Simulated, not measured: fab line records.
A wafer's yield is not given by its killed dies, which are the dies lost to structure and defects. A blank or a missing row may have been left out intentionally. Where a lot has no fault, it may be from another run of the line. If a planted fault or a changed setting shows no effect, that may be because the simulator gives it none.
Which tool is to blame?	flow nand harc	Sampling: 12 lots, 36 wafers, 6 of 1159 route steps

WHAT THE GAUGES SHOWED, per wafer
NHARC_A_BLC_CD_MEAS_10: target cd 100 nm.
lot	measured	on	cd nm (nm)
L932	day 17 13:47	cd sem-01	99.8 100.3 100.5
L933	day 17 14:04	cd sem-03	100.1 100.9 100.4
L935	day 17 22:59	cd sem-02	100.0 100.2 100.2
L934	day 17 23:25	cd sem-01	100.0 100.3 100.3
L936	day 18 09:53	cd sem-03	99.9 99.0 99.6
L943	day 20 05:10	cd sem-02	99.5 107.8 100.3
L945	day 20 06:19	cd sem-02	106.7 107.1 100.0
L951	day 21 17:08	cd sem-02	99.9 100.0 99.5
L953	day 21 19:41	cd sem-02	100.0 100.4 100.6
L952	day 21 20:14	cd sem-03	100.8 99.8 100.3
L954	day 22 12:45	cd sem-03	100.5 99.9 99.7
L955	day 23 20:48	cd sem-03	100.0 100.7 99.6

NHARC_A_BLC_INSPECT_12.
lot	measured	on	raw defect count
L932	day 17 13:55	defect inspect-01	15 32 26
L933	day 17 14:12	defect inspect-01	15 12 18
L935	day 17 23:06	defect inspect-01	24 25 24
L934	day 17 23:32	defect inspect-01	10 9 12
L936	day 18 10:01	defect inspect-02	18 9 12
L943	day 20 05:17	defect inspect-01	42 62 50
L945	day 20 06:26	defect inspect-01	17 18 12
L951	day 21 17:17	defect inspect-01	41 49 38
L953	day 21 19:49	defect inspect-02	54 45 53
L952	day 21 20:22	defect inspect-01	12 26 20
L954	day 22 12:52	defect inspect-01	17 23 23
L955	day 23 20:55	defect inspect-01	39 53 45

NHARC_END_SORT_01.
lot	measured	on	killed at array	killed at other	killed at periphery	killed dies	killed open	killed short
L932	day 19 15:52	prober-01	17 27 28	1 1 3	3 1 3	21 29 34	1 3 3	1 2 3
L933	day 19 16:56	prober-02	18 12 16	1 1 2	3 3 2	22 16 20	5 2 0	0 2 3
L943	day 22 10:38	prober-01	31 47 35	1 0 0	1 2 2	33 49 37	6 3 3	2 2 3
L945	day 22 11:29	prober-02	20	0	1	21	4	1
L951	day 23 20:18	prober-01	31 35 35	2 2 1	2 2 0	35 39 36	3 2 4	1 1 2
L953	day 24 04:56	prober-02	32 29 39	0 1 0	6 4 4	38 34 43	2 7 1	2 1 2
L954	day 24 11:54	prober-01	19 23 20	0 0 0	10 12 13	29 35 33	4 2 4	0 2 3

WHAT TOOL EACH LOT RAN ON (gives the tool, then ch and the chambers of the sampled wafers, and finally the start)
lot	NHARC_A_CONTACT_CMP_20	NHARC_A_BLC_PEB_08	NHARC_A_BLC_DESCUM_15
L932	cmp-03 ch 0,1,3, day 17 13:00	litho track-04 ch 0, day 17 13:43	rie diel-09 ch 0,2,3, day 17 13:58
L933	cmp-01 ch 1,3, day 17 13:11	litho track-06 ch 0, day 17 14:00	rie diel-04 ch 0,3, day 17 14:16
L935	cmp-01 ch 0,1,2, day 17 22:07	litho track-06 ch 0, day 17 22:54	rie diel-09 ch 0,1,2, day 17 23:10
L934	cmp-01 ch 0,1,3, day 17 22:31	litho track-01 ch 0, day 17 23:19	rie diel-03 ch 2,3, day 17 23:35
L936	cmp-04 ch 0,3, day 18 09:08	litho track-06 ch 0, day 18 09:49	rie diel-03 ch 1,2,3, day 18 10:05
L943	cmp-01 ch 0,3, day 20 04:14	litho track-06 ch 0, day 20 05:05	rie diel-09 ch 0,3, day 20 05:20
L945	cmp-04 ch 0,1,2, day 20 05:31	litho track-06 ch 0, day 20 06:14	rie diel-09 ch 0,1,2, day 20 06:29
L951	cmp-04 ch 0,1,3, day 21 16:16	litho track-01 ch 0, day 21 17:04	rie diel-09 ch 0,1,3, day 21 17:20
L953	cmp-03 ch 0,1,2, day 21 18:54	litho track-04 ch 0, day 21 19:37	rie diel-03 ch 0,1,3, day 21 19:52
L952	cmp-03 ch 0,3, day 21 19:19	litho track-04 ch 0, day 21 20:09	rie diel-09 ch 0,1,2, day 21 20:26
L954	cmp-01 ch 0,1,2, day 22 11:52	litho track-01 ch 0, day 22 12:40	rie diel-03 ch 0,1,3, day 22 12:59
L955	cmp-01 ch 1,2,3, day 23 19:56	litho track-06 ch 0, day 23 20:43	rie diel-03 ch 1,3, day 23 20:59
- NHARC_A_CONTACT_CMP_20: polishes, t overpolish 30 s, target thk 300 nm.
- NHARC_A_BLC_PEB_08: peb time 65 s.
- NHARC_A_BLC_DESCUM_15: chemistry O2, time 3 s.

AS READ BY THE TOOLS THEMSELVES (means over the sampled wafers that have a number; for cases with no such wafer, the mark the record gives instead)
NHARC_A_CONTACT_CMP_20.
lot	tool	motor current A (A)	overpolish run s (s)	slurry filter dp kPa (kPa)	time to endpoint s (s)
L932	cmp-03	12.9	29.994	13.54	60
L933	cmp-01	12.0	29.998	13.32	60
L935	cmp-01	11.4	29.992	13.54	60
L934	cmp-01	12.0	29.999	13.48	61
L936	cmp-04	11.5	29.998	13.43	58
L943	cmp-01	12.1	29.998	13.27	59
L945	cmp-04	12.6	29.990	13.43	62
L951	cmp-04	11.7	30.005	13.41	60
L953	cmp-03	12.2	30.005	13.53	61
L952	cmp-03	12.9	29.998	13.46	61
L954	cmp-01	11.4	30.000	13.51	65
L955	cmp-01	12.6	29.998	13.59	63

NHARC_A_BLC_DESCUM_15.
lot	tool	drypump motor current A (A)	oes product au (a.u.)	rf vpp V (V)	showerhead plenum p Torr (Torr)	throttle valve pct (%)
L932	rie diel-09	5.9	1.001	57.5	1.82	11.316
L933	rie diel-04	6.1	0.985	56.9	1.94	11.309
L935	rie diel-09	5.5	1.008	57.6	1.87	11.313
L934	rie diel-03	5.7	1.007	58.7	2.02	11.302
L936	rie diel-03	5.5	1.000	57.7	2.01	11.308
L943	rie diel-09	6.2	0.992	57.6	1.81	11.308
L945	rie diel-09	5.6	0.989	58.1	1.86	11.325
L951	rie diel-09	5.7	0.992	57.7	1.88	11.319
L953	rie diel-03	5.8	1.008	58.8	1.98	11.309
L952	rie diel-09	5.5	0.986	58.5	1.86	11.310
L954	rie diel-03	5.8	1.000	58.0	1.98	11.313
L955	rie diel-03	5.6	1.002	58.8	2.03	11.322

THE ANSWER, worked out from the rows above alone
Rule: usual is defined by the lots themselves. Put in order of their means at a reading, lots are off if they are a third of the lots or fewer, leave a main group of 4 or more, and stand apart from it by a gap of 3 or more times the standard deviation of the main group's means; of several such gaps the widest counts. The tables above print the reading to a certain number of digits; a main group whose means all agree to those digits is not used. A lot without any number at a reading at which 4 lots or more have one is off too. Any other lot the step has rows for is counted as sound. First the gauges in route order, then the tools' own readings, where a lot's mean is used as printed above. At the first step where some lot is off, the reading lying furthest off is the one used; lots without a number count as furthest.
Off, at NHARC_A_BLC_CD_MEAS_10 on cd nm: L943, L945. Mean 100.1 nm and standard deviation 0.27 in the main group.
A tool fits if, at a process step before that reading, it ran every lot that is off, and no sound lot after the first of them. Those tools and the gauges at NHARC_A_BLC_CD_MEAS_10 are tried in the same way. No candidate that was tried fits.

WHAT THE SIMULATOR PUT IN
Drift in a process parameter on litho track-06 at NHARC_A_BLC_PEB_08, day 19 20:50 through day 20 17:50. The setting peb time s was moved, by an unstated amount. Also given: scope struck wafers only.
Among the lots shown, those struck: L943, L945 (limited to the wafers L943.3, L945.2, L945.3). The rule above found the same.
